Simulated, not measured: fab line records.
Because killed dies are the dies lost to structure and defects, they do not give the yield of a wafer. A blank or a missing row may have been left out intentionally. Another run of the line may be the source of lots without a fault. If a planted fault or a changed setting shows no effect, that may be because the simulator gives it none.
Struck lot and sound lot, side by side -- flow nand-harc -- 14 out of 1159 route steps
Sound: the wafers L921.3, L921.5, L921.6. Struck: wafer L926.1. (L926.3, L926.4 of the same lot were not struck and are left out.) The cause comes at the end.
Per side, at each step with rows, come the tool, then ch with its chambers, and then its first start. Under that, the readings that differ: sound wafers -- struck wafers -- difference of the means -- sigmas: that difference in standard deviations of wafers without a fault.
alike: words and numbers the same on both sides, and readings whose means are apart by under 2 such deviations; not compared: readings that were withheld, readings missing a value for some wafer, numbers with overlapping values and no deviation given by the record, and bounds like >300 which may hide the same value.
Wherever a step has rows on one side only, a row that says differs or no value, or a row with sigmas, the two part there. When numbers do not overlap yet have no deviation, they are printed without sigmas and do not part them. A reading missing from all wafers of one side parts the sides only when that side holds two or more wafers.

NHARC_P_STI_ETCH_42: etches the open film in N2/H2, target depth 80 nm, overetch 24 nm, time 61 s.
  sound on rie-diel-05 ch 1,2, day 4 05:46; struck on rie-diel-01 ch 3, day 5 12:37
  alike: drypump-motor-current-A, h2-flow-sccm, oes-product-au, rf-vpp-V, showerhead-plenum-p-Torr, throttle-valve-pct
  not compared: rf-hours-counter-h
NHARC_P_STI_ETCH_31: etches the open film in CF4/CHF3, target depth 108.9 nm, time 54.5 s.
  sound: rie-diel-05 ch 0,2,3; struck: rie-diel-01 ch 0
  alike: drypump-motor-current-A, oes-product-au, rf-vpp-V, showerhead-plenum-p-Torr, throttle-valve-pct
  not compared: rf-hours-counter-h
NHARC_P_STI_ETCH_15: etches the open film in HBr/Cl2, target depth 300 nm, time 100.1 s.
  sound on rie-si-06 ch 0,1, day 4 05:58; struck on rie-si-04 ch 3, day 5 12:49
reading,sound,struck,difference,sigmas
drypump-motor-current-A (A),5.9 6.7 5.9,5.1,-1.1,-2
  alike: oes-product-au, throttle-valve-pct
  not compared: rf-hours-counter-h
NHARC_P_STI_CD_MEAS_16:
  sound: cd-sem-03 at day 4 06:08; struck: cd-sem-03 at day 5 12:58
  alike: cd-nm
NHARC_P_STI_OCD_MEAS_17:
  sound: ocd-01 at day 4 06:13; struck: ocd-01 at day 5 13:02
reading,sound,struck,difference,sigmas
trench-depth-nm (nm),296 307 297,309,+9,+2
  alike: trench-foot-cd-nm
then, 3 steps without rows for these wafers: NHARC_P_STI_STRIP_19 (strips in SPM, time 900 s); NHARC_P_STI_PRECLEAN_32 (cleans in SC1); NHARC_P_STI_SRD_23.
NHARC_P_STI_OCD_MEAS_43:
  sound: ocd-01 at day 4 06:43; struck: ocd-01 at day 5 13:34
reading,sound,struck,difference,sigmas
trench-depth-nm (nm),297 306 296,310,+10,+2
  alike: trench-foot-cd-nm
then, 3 steps without rows for these wafers: NHARC_P_STI_OXIDE_33 (material SiO2, target thk 10 nm, ox time 281 s); NHARC_P_STI_HDPCVD_20 (deposits SiO2); NHARC_P_STI_ANNEAL_34 (time 1800 s).
NHARC_P_STI_CMP_21: polishes, t overpolish 20 s, target thk 380.67 nm.
  sound on cmp-04 ch 0,1,2, day 5 03:19; struck on cmp-02 ch 0, day 6 13:10
reading,sound,struck,difference,sigmas
overpolish-run-s (s),19.998 19.997 20.002,73.968,+53.969,+99 or more
t-overpolish-s (s),20 20 20,73.972,+53.972,
  alike: motor-current-A
  not compared: pad-life-wafers
-- jump in the record: it breaks off in module P_STI and resumes in module END (first step shown: number 1159 of the route), and 16 days separate the struck wafers' starts before and after --
NHARC_END_SORT_01:
  sound on prober-02 ch 0, day 21 22:58; struck on prober-01 ch 0, day 22 07:07
reading,sound,struck,difference,sigmas
killed-at-periphery,2 0 0,8,+7,+3
killed-dies,23 22 21,42,+20,+2
  alike: killed-at-array, killed-at-other, killed-open, killed-short

## WHERE THEY PART
First at NHARC_P_STI_ETCH_15; last, within this record, at NHARC_END_SORT_01.

WHY: what the simulator had put in
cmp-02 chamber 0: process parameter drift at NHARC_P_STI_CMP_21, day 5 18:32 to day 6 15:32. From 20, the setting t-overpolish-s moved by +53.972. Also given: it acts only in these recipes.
